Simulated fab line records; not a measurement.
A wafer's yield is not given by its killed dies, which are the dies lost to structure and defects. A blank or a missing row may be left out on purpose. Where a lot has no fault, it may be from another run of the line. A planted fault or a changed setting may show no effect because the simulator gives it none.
8D (eight disciplines) problem report, filled in by code	flow nandHarc	the parts of the form that need people (team, actions taken, sign-off) are left out

1. WHAT WENT WRONG
Mean of oesProductAu at NHARC_A_CHANNEL_FILL_D1_ETCHBACK_19: 1.331 a.u. across 4 wafers in 2 lots; on wafers with no fault it is 1.000 a.u. (standard deviation 0.0079). That puts it +42 standard deviations away from the usual mean.
The step: etches the open film in HBr/Cl2, target depth 5 nm, time 1.7 s.
First seen on wafer L674.2, day 11 06:00, on rieSi-04. The record has a number at this step for 18 wafers belonging to 6 lots. Rule for "out", or "out of limits": more than 4 standard deviations from the usual mean. The rest of the wafers with a number are treated as sound.

2. WHAT IT IS, WHAT IT ISN'T
question	is	is not
which readings at this step	oesProductAu	drypumpMotorCurrentA, throttleValvePct
which lots	L674, L677	L668, L672, L687, L690
which wafers of those lots	L674.2, L674.6, L677.2, L677.6	L674.1, L677.4
read on which tools	rieSi-04	rieSi-05, rieSi-06
when	from day 11 06:00	up to then (7 sound wafers); but 7 sound wafers of L677, L687, L690 came after

3. SUSPECTS, AND WHAT RULES EACH OUT
Counting: a tool at a process step up to the reading stays a suspect if it ran every lot that is out. Sound lots after the first of them don't rule it out here, since some wafers of a struck lot are sound.
- rieSi-04 at NHARC_A_CHANNEL_FILL_D1_ETCHBACK_19 (etches the open film in HBr/Cl2, target depth 5 nm, time 1.7 s): kept. Ran every lot that is out, first one L674 (day 11 06:00); last sound lot up to then L672 (day 10 07:41). Its own readings are out on those wafers: oesProductAu.
After counting, what remains is rieSi-04 at NHARC_A_CHANNEL_FILL_D1_ETCHBACK_19.

4. THE CAUSE (what the simulator had put in)
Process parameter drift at NHARC_A_CHANNEL_FILL_D1_ETCHBACK_19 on rieSi-04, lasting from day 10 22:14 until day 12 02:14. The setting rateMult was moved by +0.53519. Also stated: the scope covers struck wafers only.
This tool alone remained once counting was done.

5. THE CHAIN OF EFFECTS, in route order
Each row: a reading whose mean over the struck wafers that have a number lies more than 3 standard deviations from the usual. Readings are gone through only where the record gives a usual standard deviation; hours: the median, over the lots, of the time from a lot's start at the first step in this table giving one to that lot's start at this step; sigmas: the change measured in usual standard deviations.
hours	step	reading	usual	on struck wafers	change	sigmas
0	NHARC_A_CHANNEL_FILL_D1_ETCHBACK_19	oesProductAu	1.000 a.u.	1.331	+0.331	+42
It contains these process steps:
- NHARC_A_CHANNEL_FILL_D1_ETCHBACK_19: etches the open film in HBr/Cl2, target depth 5 nm, time 1.7 s.
At these later measuring or inspecting steps, every struck wafer for which the step has a row has a number for every such reading, and none has moved that far: NHARC_END_SORT_01.

6. WHAT WOULD HAVE CAUGHT IT SOONER
The fault began at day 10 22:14; the first out-of-limits reading in this record came at day 11 06:00, 8 hours later.
